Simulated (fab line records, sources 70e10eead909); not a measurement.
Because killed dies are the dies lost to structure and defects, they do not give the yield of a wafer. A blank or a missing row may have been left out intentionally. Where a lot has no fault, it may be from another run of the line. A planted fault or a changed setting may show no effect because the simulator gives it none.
Chamber matching / flow nand_harc / NHARC_A_BLC_STRIP_29 on rie_diel-09 has 4 sister chambers
The step strips in CF4. 4 wafers are shown with their chamber, then 12 later ones without.

EACH WAFER AND ITS CHAMBER
wafer=L083.6; chamber=0; drypump_motor_current_A (A)=5.4
wafer=L086.1; chamber=3; drypump_motor_current_A (A)=6.0
wafer=L086.3; chamber=2; drypump_motor_current_A (A)=5.1
wafer=L086.6; chamber=1; drypump_motor_current_A (A)=6.0

WAFERS WITHOUT THEIR CHAMBER
wafer=L087.2; drypump_motor_current_A (A)=6.0
wafer=L087.3; drypump_motor_current_A (A)=6.1
wafer=L087.5; drypump_motor_current_A (A)=5.4
wafer=L089.2; drypump_motor_current_A (A)=6.1
wafer=L089.3; drypump_motor_current_A (A)=5.1
wafer=L089.4; drypump_motor_current_A (A)=6.0
wafer=L095.3; drypump_motor_current_A (A)=5.4
wafer=L095.4; drypump_motor_current_A (A)=6.0
wafer=L095.5; drypump_motor_current_A (A)=5.1
wafer=L096.1; drypump_motor_current_A (A)=5.1
wafer=L096.3; drypump_motor_current_A (A)=6.0
wafer=L096.5; drypump_motor_current_A (A)=5.4

THE CHAMBER EACH PASSED THROUGH
wafer=L087.2; from the rows above=can't be placed: 1 or 3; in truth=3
wafer=L087.3; from the rows above=can't be placed: 1 or 3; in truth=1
wafer=L087.5; from the rows above=0; in truth=0
wafer=L089.2; from the rows above=can't be placed: 1 or 3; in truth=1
wafer=L089.3; from the rows above=2; in truth=2
wafer=L089.4; from the rows above=can't be placed: 1 or 3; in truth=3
wafer=L095.3; from the rows above=0; in truth=0
wafer=L095.4; from the rows above=can't be placed: 1 or 3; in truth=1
wafer=L095.5; from the rows above=2; in truth=2
wafer=L096.1; from the rows above=2; in truth=2
wafer=L096.3; from the rows above=can't be placed: 1 or 3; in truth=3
wafer=L096.5; from the rows above=0; in truth=0
Placed correctly: 6 of 12. Not placeable from these rows: 6 (in 6, the candidates include the true chamber). Wrongly placed: 0.
How it was worked out, from the rows above alone: a wafer's distance from a chamber is the root of the sum, over the readings, of the square of ((its reading less the chamber's mean) divided by the reading's scatter). The wafer belongs to the nearest chamber; if the next one is less than 2 further off, it can't be placed. A chamber's mean is the mean of its shown wafers. The scatter: with one shown wafer a chamber, the root of the mean of the squares of how far each hidden wafer lies from its nearest shown one.
